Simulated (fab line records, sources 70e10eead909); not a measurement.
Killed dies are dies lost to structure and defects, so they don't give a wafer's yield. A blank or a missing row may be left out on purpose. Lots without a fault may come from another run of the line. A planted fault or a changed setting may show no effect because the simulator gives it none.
Chamber matching | flow nand_harc | NHARC_A_CONTACT_ALD_18 on ald_metal-04: 4 sister chambers
The step deposits TiN, target thk 3 nm, pulse time 1 s, ald cycles 150. 18 wafers are shown with their chamber, then 9 later ones without.

WAFERS WITH THEIR CHAMBER
wafer  | chamber | heater_power_w (W) | susceptor_temp_C (C) | precursor_pulse_height_rel
L077.1 | 3       | 1051               | 450.15               | 1.028
L077.3 | 1       | 1042               | 449.61               | 0.995
L077.4 | 2       | 1041               | 449.87               | 0.977
L079.3 | 0       | 1110               | 449.95               | 0.988
L079.4 | 2       | 1054               | 450.04               | 1.002
L079.6 | 2       | 1043               | 449.80               | 0.995
L081.1 | 2       | 1037               | 449.76               | 0.999
L081.2 | 3       | 1062               | 450.19               | 1.012
L081.5 | 2       | 1036               | 449.77               | 1.000
L084.2 | 1       | 1056               | 449.95               | 1.030
L084.3 | 0       | 1095               | 450.09               | 0.975
L084.6 | 1       | 1032               | 450.30               | 1.004
L085.2 | 1       | 1081               | 449.85               | 0.991
L085.3 | 0       | 1110               | 450.10               | 0.990
L085.6 | 3       | 1061               | 450.13               | 0.982
L087.1 | 2       | 1052               | 449.93               | 0.988
L087.2 | 0       | 1112               | 449.72               | 1.009
L087.5 | 1       | 1060               | 449.54               | 1.012

SIGNATURES (means of the wafers above)
reading                    | chamber 0 | chamber 1 | chamber 2 | chamber 3 | scatter within a chamber
heater_power_w             | 1106.75   | 1054.20   | 1043.83   | 1058.00   | 11.8
susceptor_temp_C           | 449.9650  | 449.8500  | 449.8617  | 450.1567  | 0.193
precursor_pulse_height_rel | 0.99050   | 1.00640   | 0.99350   | 1.00733   | 0.0149
Rule: a wafer's distance from a chamber is the root of the sum, over the readings, of the square of ((its reading less the chamber's mean) divided by the reading's scatter). The wafer belongs to the nearest chamber; if the next one is less than 2 further off, it can't be placed. The scatter: the root of (the sum of the squares of (reading less its chamber's mean) over the shown wafers, divided by (wafers less chambers)).

WAFERS WITHOUT THEIR CHAMBER
wafer  | heater_power_w (W) | susceptor_temp_C (C) | precursor_pulse_height_rel
L094.3 | 1135               | 450.04               | 0.991
L094.4 | 1098               | 449.88               | 0.993
L094.5 | 1132               | 449.95               | 1.004
L096.1 | 1147               | 449.98               | 0.988
L096.3 | 1082               | 449.81               | 1.019
L096.5 | 1148               | 449.91               | 0.996
L097.2 | 1109               | 449.59               | 0.981
L097.3 | 1070               | 450.03               | 0.964
L097.6 | 1047               | 449.74               | 0.998

WHICH CHAMBER EACH WENT THROUGH
wafer  | from the rows above               | in truth
L094.3 | 0                                 | 0
L094.4 | 0                                 | 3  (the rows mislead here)
L094.5 | 0                                 | 0
L096.1 | 0                                 | 0
L096.3 | can't be placed: 1 or 3 or 0 or 2 | 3
L096.5 | 0                                 | 0
L097.2 | 0                                 | 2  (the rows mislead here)
L097.3 | can't be placed: 2 or 3 or 1 or 0 | 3
L097.6 | can't be placed: 2 or 1 or 3      | 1
Placed correctly: 4 of 9. Can't be placed from these rows: 3 (the true chamber is among the candidates in 3). Placed wrongly: 2.
